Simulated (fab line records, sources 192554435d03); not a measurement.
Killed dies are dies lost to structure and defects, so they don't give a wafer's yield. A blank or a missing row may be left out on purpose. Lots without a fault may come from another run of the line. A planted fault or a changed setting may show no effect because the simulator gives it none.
fab line records | flow n5_finfet | part 2 of 2: steps 27 to 33 of 33
record lots=5 wafers=15 last_day=16
route steps=1938 shown PMOS_HMC_CHANNEL_EPI@86 FIN_SAQP@90
lots that met no fault: from a run of the same line without faults
start_h: hours from the record's first day to the start of the lot's first wafer shown | wait_h: hours since the lot's step before | " the same as in the row above | L1.1+2: a row that stands for several wafers | - no value, or no start given | * or withheld: withheld | < > ~ a bound
route shown NAME@n: a module of which the file shows steps, and the number in the route of the first | usual: mean/standard deviation of fault-free wafers | same: alike in all rows | chamber/n: place in a boat | sites: the reading at each site | _std_site: their standard deviation | _edge_site: outer sites' mean less inner sites' | radius_mm: how far each site lies from the wafer's centre | mask NAME#n: copy n | behind: the tool/chamber that last shaped the wafer | hold: why the lot was held/for how many hours/how that ended | device: the transistor (n, p or np) that didn't switch | end of line: the same wafers' tests at the end of the route | a step without rows: its recipe alone | killed: dies lost to structure and defects at the first sort, not the wafer's yield | map: a wafer's dies, x killed, . not, _ none there
set.NAME: the setting as run; set.NAME@STEP: as run at that earlier step | model.NAME: the simulator's own value behind a step, which no gauge read
lots at some steps of the route; a table a step, a row a wafer
services: from which hour (start_h, from the record's first day; less than 0 if before it) a tool's chamber was out of use, for how many hours, and why
## steps
# step N5_FIN_SAQP_INSPECT_18
# recipe mode=adi inspect_instrument=brightfield
# usual raw_defect_count=426/130
# columns lot.wafer tool chamber start_h wait_h raw_defect_count
L079.3 defect_inspect-02 - 54.11 0.0 364
L079.4 " - " " 343
L079.5 " - " " 466
L083.2 defect_inspect-02 - 76.17 0.0 247
L083.3 " - " " 271
L083.6 " - " " 237
L089.4 defect_inspect-02 - 111.54 0.0 462
L089.5 " - " " 462
L089.6 " - " " 553
L091.1 defect_inspect-01 - 123.50 0.0 227
L091.3 " - " " 284
L091.4 " - " " 463
L092.3 defect_inspect-01 - 129.69 0.0 285
L092.5 " - " " 328
L092.6 " - " " 390
# step N5_FIN_SAQP_DESCUM_21
# recipe chemistry=O2 time_s=7.9 source_power_w=50 bias_power_w=20 pressure_mtorr=20 rf_frequency_hz=2.712e+07 temp_c=40 resist=CAR-ArF o2_flow_sccm=225
# usual drypump_motor_current_A=5.7/0.46 oes_product_au=0.81/0.09 rf_vpp_V=243.2/1.2 showerhead_plenum_p_Torr=2.10/0.047 throttle_valve_pct=20.52/0.29
# same time_s=7.9
# columns lot.wafer tool chamber start_h wait_h drypump_motor_current_A oes_product_au rf_hours_counter_h rf_vpp_V showerhead_plenum_p_Torr throttle_valve_pct
L079.3 rie_diel-04 2 54.25 0.1 5.4 0.69 234 241.5 2.08 20.70
L079.4 " 3 " " 6.0 0.67 238 243.2 2.06 20.53
L079.5 " 1 " " 5.4 0.96 - 244.9 2.16 20.40
L083.2 rie_diel-04 1 76.20 0.0 5.4 0.96 14 244.6 2.15 20.41
L083.3 " 3 " " 6.0 0.67 246 242.4 2.06 20.55
L083.6 " 3 " " 6.0 0.68 - 242.7 2.06 20.54
L089.4 rie_diel-01 2 111.58 0.0 5.3 0.79 112 244.6 2.18 20.35
L089.5 " 0 " " 6.3 0.79 - 241.5 2.12 20.47
L089.6 " 1 " " 5.7 0.70 - 244.0 2.09 21.17
L091.1 rie_diel-01 0 123.54 0.0 6.3 0.78 120 242.9 2.12 20.48
L091.3 " 2 " " 5.3 0.78 116 243.6 2.17 20.36
L091.4 " 1 " " 5.7 0.70 205 242.9 2.09 21.18
L092.3 rie_diel-04 1 129.72 0.0 5.5 0.92 35 243.0 2.15 20.43
L092.5 " 0 " " 5.9 0.80 - 241.8 2.01 20.25
L092.6 " 1 " " 5.5 0.90 - 244.0 2.15 20.44
# step N5_FIN_SAQP_ETCH_51
# recipe chemistry=CF4 target=SiARC target_depth_a=455 mask_material=CAR-ArF time_s=75.8 ion_energy_ev=80 pressure_mtorr=40 source_w=545 bias_w=36 Ar_flow_sccm=100 cf4_flow_sccm=100 ends=cleared
# usual drypump_motor_current_A=5.7/0.46 etch_rf_on_time_s=76.5/2.2 oes_product_au=0.69/0.076 rf_vpp_V=184.1/1 showerhead_plenum_p_Torr=2.15/0.053 throttle_valve_pct=15.69/0.21
# columns lot.wafer tool chamber start_h wait_h drypump_motor_current_A etch_rf_on_time_s oes_product_au rf_hours_counter_h rf_vpp_V showerhead_plenum_p_Torr throttle_valve_pct
L079.3 rie_diel-04 2 54.28 0.0 5.4 76.5 0.60 234 183.8 2.10 15.76
L079.4 " 3 " " 6.0 74.8 0.58 238 183.4 2.12 15.73
L079.5 " 1 " " 5.4 74.4 0.82 - 185.4 2.19 15.49
L083.2 rie_diel-04 1 76.24 0.0 5.4 73.6 0.80 14 183.6 2.19 15.52
L083.3 " 3 " " 6.0 75.4 0.58 246 182.2 2.12 15.78
L083.6 " 3 " " 6.0 75.7 0.58 - 182.7 2.12 15.79
L089.4 rie_diel-01 2 111.61 0.0 5.3 74.4 0.67 112 184.4 2.24 15.64
L089.5 " 0 " " 6.3 76.4 0.69 - 183.7 2.19 15.74
L089.6 " 1 " " 5.8 78.6 0.59 - 182.9 2.10 16.08
L091.1 rie_diel-01 0 123.57 0.0 6.3 76.0 0.68 120 183.6 2.18 15.74
L091.3 " 2 " " 5.3 75.1 0.66 116 184.5 2.24 15.65
L091.4 " 1 " " 5.7 78.6 0.58 205 184.3 2.10 16.09
L092.3 rie_diel-04 1 129.76 0.0 5.4 73.8 0.76 35 184.9 2.18 15.56
L092.5 " 0 " " 5.9 77.5 0.67 - 182.4 2.07 15.49
L092.6 " 1 " " 5.4 74.2 0.76 - 183.7 2.18 15.57
# step N5_FIN_SAQP_ETCH_52
# recipe chemistry=N2/H2 target=SOC target_depth_a=1000 overetch_a=200 mask_material=SiARC temp_c=40 time_s=150 ion_energy_ev=200 pressure_mtorr=30 source_w=840 bias_w=150 n2_flow_sccm=200 h2_flow_sccm=200 ends=end_point
# usual drypump_motor_current_A=5.7/0.46 oes_product_au=0.72/0.073 rf_vpp_V=524.0/1.8 showerhead_plenum_p_Torr=2.56/0.063 throttle_valve_pct=18.0/0.31
# columns lot.wafer tool chamber start_h wait_h drypump_motor_current_A oes_product_au rf_hours_counter_h rf_vpp_V showerhead_plenum_p_Torr throttle_valve_pct
L079.3 rie_diel-04 2 54.34 0.0 5.3 0.63 235 523.5 2.53 18.2
L079.4 " 3 " " 6.0 0.61 239 523.3 2.49 17.8
L079.5 " 1 " " 5.5 0.85 - 526.3 2.62 17.8
L083.2 rie_diel-04 1 76.29 0.0 5.4 0.83 14 526.4 2.62 17.8
L083.3 " 3 " " 6.0 0.60 246 522.7 2.49 17.8
L083.6 " 3 " " 6.0 0.61 - 523.7 2.49 17.8
L089.4 rie_diel-01 2 111.67 0.0 5.3 0.69 112 526.3 2.67 17.9
L089.5 " 0 " " 6.4 0.72 - 523.8 2.59 18.0
L089.6 " 1 " " 5.8 0.63 - 522.6 2.53 18.6
L091.1 rie_diel-01 0 123.63 0.0 6.3 0.71 120 524.8 2.59 18.0
L091.3 " 2 " " 5.3 0.69 116 528.3 2.67 17.9
L091.4 " 1 " " 5.8 0.64 205 521.4 2.53 18.6
L092.3 rie_diel-04 1 129.81 0.0 5.5 0.79 35 525.5 2.61 17.8
L092.5 " 0 " " 5.9 0.71 - 520.5 2.48 17.9
L092.6 " 1 " " 5.4 0.78 - 523.8 2.61 17.8
# step N5_FIN_SAQP_STRIP_53
# recipe chemistry=N2/H2 temp_c=40 n2_flow_sccm=200 h2_flow_sccm=200 rf_frequency_hz=6e+07
# columns lot.wafer tool chamber start_h wait_h
L079.3+4+5 rie_diel-04 2,3,1 54.44 0.0
L083.2+3+6 rie_diel-04 1,3,3 76.39 0.0
L089.4+5+6 rie_diel-01 2,0,1 111.77 0.0
L091.1+3+4 rie_diel-01 0,2,1 123.72 0.0
L092.3+5+6 rie_diel-04 1,0,1 129.91 0.0
# step N5_FIN_SAQP_HM_OPEN_73
# recipe chemistry=CHF3/O2 target=SiO2 stop_on=a-Si target_depth_a=120 over_etch_frac=1.8 mask_material=SOC time_s=16.8 pressure_mtorr=30 source_w=650 bias_w=170 Ar_flow_sccm=200 CHF3_flow_sccm=50 O2_flow_sccm=5 ion_energy_ev=200 ends=end_point
# usual drypump_motor_current_A=5.7/0.46 oes_product_au=0.48/0.048 rf_vpp_V=522/18 showerhead_plenum_p_Torr=2.43/0.064 throttle_valve_pct=18.97/0.23
# columns lot.wafer tool chamber start_h wait_h drypump_motor_current_A oes_product_au rf_hours_counter_h rf_vpp_V showerhead_plenum_p_Torr throttle_valve_pct
L079.3 rie_diel-04 2 54.45 0.0 5.3 0.42 235 534 2.39 19.05
L079.4 " 3 " " 6.0 0.41 239 542 2.38 18.93
L079.5 " 1 " " 5.4 0.56 - 490 2.49 18.87
L083.2 rie_diel-04 1 76.40 0.0 5.4 0.55 14 492 2.49 18.88
L083.3 " 3 " " 6.0 0.41 246 541 2.38 18.94
L083.6 " 3 " " 6.1 0.40 - 540 2.38 18.94
L089.4 rie_diel-01 2 111.78 0.0 5.3 0.47 112 492 2.54 18.96
L089.5 " 0 " " 6.3 0.48 - 539 2.45 18.91
L089.6 " 1 " " 5.8 0.42 - 530 2.39 19.41
L091.1 rie_diel-01 0 123.73 0.0 6.3 0.49 120 539 2.45 18.91
L091.3 " 2 " " 5.3 0.46 116 493 2.54 18.97
L091.4 " 1 " " 5.7 0.43 205 531 2.39 19.42
L092.3 rie_diel-04 1 129.92 0.0 5.5 0.53 35 491 2.48 18.91
L092.5 " 0 " " 5.9 0.48 - 506 2.32 18.65
L092.6 " 1 " " 5.5 0.53 - 491 2.48 18.93
# step N5_FIN_SAQP_STRIP_74
# recipe chemistry=CHF3/O2 resist=SiARC rf_frequency_hz=6e+07
# columns lot.wafer tool chamber start_h wait_h
L079.3+4+5 rie_diel-04 2,3,1 54.50 0.0
L083.2+3+6 rie_diel-04 1,3,3 76.45 0.0
L089.4+5+6 rie_diel-01 2,0,1 111.83 0.0
L091.1+3+4 rie_diel-01 0,2,1 123.79 0.0
L092.3+5+6 rie_diel-04 1,0,1 129.97 0.0
## services
# columns tool chamber start_h hours kind
ald_sin-04 3 29.34 1.3 repair
epi_rpcvd-03 - 33.33 0.6 repair
arfi_scanner-01 - 34.48 1.3 pm
arfi_scanner-03 - 35.15 0.3 repair
ald_sin-03 - 37.19 1.9 repair
rtp_anneal-01 - 40.34 3.8 pm
arfi_scanner-01 - 42.70 0.5 repair
arfi_scanner-03 - 48.48 1.4 repair
pecvd-04 1 49.31 22.6 repair
ald_sin-03 - 51.05 1.7 repair
arfi_scanner-02 - 52.62 1.3 pm
wet_bench-01 - 65.48 2.3 repair
arfi_scanner-02 - 67.92 3.0 pm
ald_sin-02 2 70.99 11.1 repair
pecvd-02 1 79.34 13.8 repair
ald_sin-04 - 85.53 14.0 pm
rie_diel-04 0 87.45 6.6 repair
arfi_scanner-02 - 96.79 30.0 repair
arfi_scanner-03 - 100.35 1.3 pm
ald_sin-02 - 102.55 2.8 pm
arfi_scanner-03 - 111.63 1.0 pm
pecvd-04 - 112.89 4.0 repair
arfi_scanner-01 - 113.37 1.0 pm
pecvd-01 2 126.20 21.6 repair
